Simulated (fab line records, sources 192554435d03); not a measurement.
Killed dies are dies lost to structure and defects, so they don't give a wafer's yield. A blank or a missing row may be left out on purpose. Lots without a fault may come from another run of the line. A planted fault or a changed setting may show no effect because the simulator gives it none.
One fault seen from 2 desks | flow n5_finfet | each desk has only its own numbers; what lay behind them comes last

THE TOOL OWNER'S DESK: litho_track-01
The tool's own readings at N5_SD_EPI_N_PEB_07 (peb time 60 s): means of the sampled wafers that have a number, for each lot that ran on this tool. A lot is out of limits, marked OUT, if its mean lies more than 4 standard deviations from the usual mean; the brackets give that distance.
Columns: A = heater_power_total_W at N5_SD_EPI_N_PEB_07, usual 175.1 W
lot  | first seen here | A
L859 | day 3 07:40     | 176.3
L860 | day 3 16:31     | 176.9
L871 | day 6 10:49     | 369.0 (+99 or more) OUT
L872 | day 6 13:43     | 367.4 (+99 or more) OUT
This desk's finding: out of limits on L871, L872; first on L871, day 6 10:49 (heater_power_total_W at N5_SD_EPI_N_PEB_07). In limits: L859, L860.

THE METROLOGY DESK
What the gauges read, lot by lot, whatever tool the lot ran on: means of the sampled wafers that have a number. A lot is out of limits, marked OUT, if its mean lies more than 4 standard deviations from the usual mean; the brackets give that distance. Of its 11 readings 7 are shown: the one that was out of limits first, and those that lie furthest out on some lot.
Columns: A = cd_nm at N5_SD_EPI_N_CD_MEAS_09, usual 119.2 nm; B = DIBL_N at N5_BEOL_M4_RC_MEAS_101, usual 36.4 mV/V; C = DIBL_P at N5_BEOL_M4_RC_MEAS_101, usual 36.1 mV/V; D = IOFF_N at N5_BEOL_M4_RC_MEAS_101, usual 0.16 nA/um; E = IOFF_P at N5_BEOL_M4_RC_MEAS_101, usual 0.20 nA/um; F = ION_P at N5_BEOL_M4_RC_MEAS_101, usual 459 uA/um; G = SS_N at N5_BEOL_M4_RC_MEAS_101, usual 71.6 mV/dec
lot  | first seen here | A              | B    | C    | D    | E    | F   | G
L859 | day 3 07:44     | 119.4          | 40.6 | 41.9 | 0.22 | 0.26 | 457 | 72.6
L860 | day 3 16:35     | 120.0          | 35.4 | 35.8 | 0.15 | 0.18 | 455 | 71.1
L861 | day 3 22:29     | 121.7          | 34.3 | 34.3 | 0.13 | 0.17 | 459 | 71.6
L862 | day 4 01:02     | 118.4          | 34.0 | 34.7 | 0.13 | 0.20 | 453 | 70.5
L865 | day 4 23:13     | 120.8          | 36.8 | 36.7 | 0.17 | 0.22 | 463 | 71.5
L871 | day 6 10:53     | 61.1 (-48) OUT | -    | -    | -    | -    | -   | -
L872 | day 6 13:47     | 68.1 (-43) OUT | -    | -    | -    | -    | -   | -
L873 | day 6 18:41     | 120.3          | 37.5 | 37.3 | 0.19 | 0.23 | 459 | 72.0
L874 | day 6 23:16     | 118.0          | 36.7 | 35.3 | 0.16 | 0.20 | 454 | 71.3
L875 | day 7 05:05     | 117.7          | 37.7 | 35.9 | 0.16 | 0.22 | 469 | 71.9
L876 | day 7 18:56     | 118.0          | 35.8 | 36.7 | 0.14 | 0.23 | 466 | 71.4
L879 | day 8 14:29     | 118.8          | 36.1 | 36.6 | 0.14 | 0.18 | 454 | 71.3
L880 | day 8 16:39     | 120.5          | 36.5 | 36.1 | 0.16 | 0.18 | 451 | 71.3
L881 | day 8 19:14     | 118.3          | 37.2 | 37.4 | 0.18 | 0.23 | 472 | 71.9
This desk's finding: out of limits on L871, L872; first on L871, day 6 10:53 (cd_nm at N5_SD_EPI_N_CD_MEAS_09). In limits: L859, L860, L861, L862, L865, L873, L874, L875, L876, L879, L880, L881.

PUT TOGETHER
The tool owner's desk could have raised an alarm at day 6 10:49, on L871, L872.
The metrology desk could have raised an alarm at day 6 10:53, on L871, L872.
Of the lots named, all ran N5_SD_EPI_N_PEB_07 on litho_track-01.

WHAT THE SIMULATOR HAD PUT IN
Process parameter drift: litho_track-01, from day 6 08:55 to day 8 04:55, at N5_SD_EPI_N_PEB_07. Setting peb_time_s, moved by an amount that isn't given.
Lots struck among those shown: L871, L872.
Hours from the fault's start to each desk's first reading out of limits: the tool owner's desk, 2; the metrology desk, 2.
